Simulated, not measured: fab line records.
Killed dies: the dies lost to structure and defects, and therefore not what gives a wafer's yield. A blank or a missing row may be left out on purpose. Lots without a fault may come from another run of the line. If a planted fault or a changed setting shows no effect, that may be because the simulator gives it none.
Chamber matching	flow n5Finfet	4 sister chambers for N5_BEOL_M11_DESCUM_33 on rieDiel-03
The step chemistry O2, time 7.9 s. 4 wafers are shown with their chamber, then 11 later ones without.

== WAFERS, EACH WITH ITS CHAMBER ==
wafer	chamber	showerheadPlenumPTorr (Torr)
L084.1	3	2.22
L086.2	2	2.23
L086.4	0	2.03
L089.2	1	2.14

== WAFERS MISSING THEIR CHAMBER ==
wafer	showerheadPlenumPTorr (Torr)
L089.3	2.22
L089.5	2.22
L087.1	2.22
L087.4	2.21
L087.6	2.14
L090.2	2.22
L090.3	2.14
L090.6	2.03
L092.1	2.22
L092.2	2.03
L092.6	2.21

== WHICH CHAMBER EACH ONE RAN IN ==
wafer	from the rows above	in truth
L089.3	3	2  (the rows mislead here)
L089.5	3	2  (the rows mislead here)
L087.1	3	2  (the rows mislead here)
L087.4	3	3
L087.6	1	1
L090.2	3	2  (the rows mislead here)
L090.3	1	1
L090.6	0	0
L092.1	3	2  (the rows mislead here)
L092.2	0	0
L092.6	3	3
Correct placement for 6 of the 11. Left unplaced by these rows: 0. Wrongly placed: 5.
How it was worked out, from the rows above alone: a wafer's distance from a chamber is the root of the sum, over the readings, of the square of ((its reading less the chamber's mean) divided by the reading's scatter). The wafer belongs to the nearest chamber; if the next one is less than 2 further off, it can't be placed. A chamber's mean is the mean of its shown wafers. The scatter (one wafer shown for each chamber): square how far every hidden wafer sits from the nearest shown wafer, average those squares and take the square root.
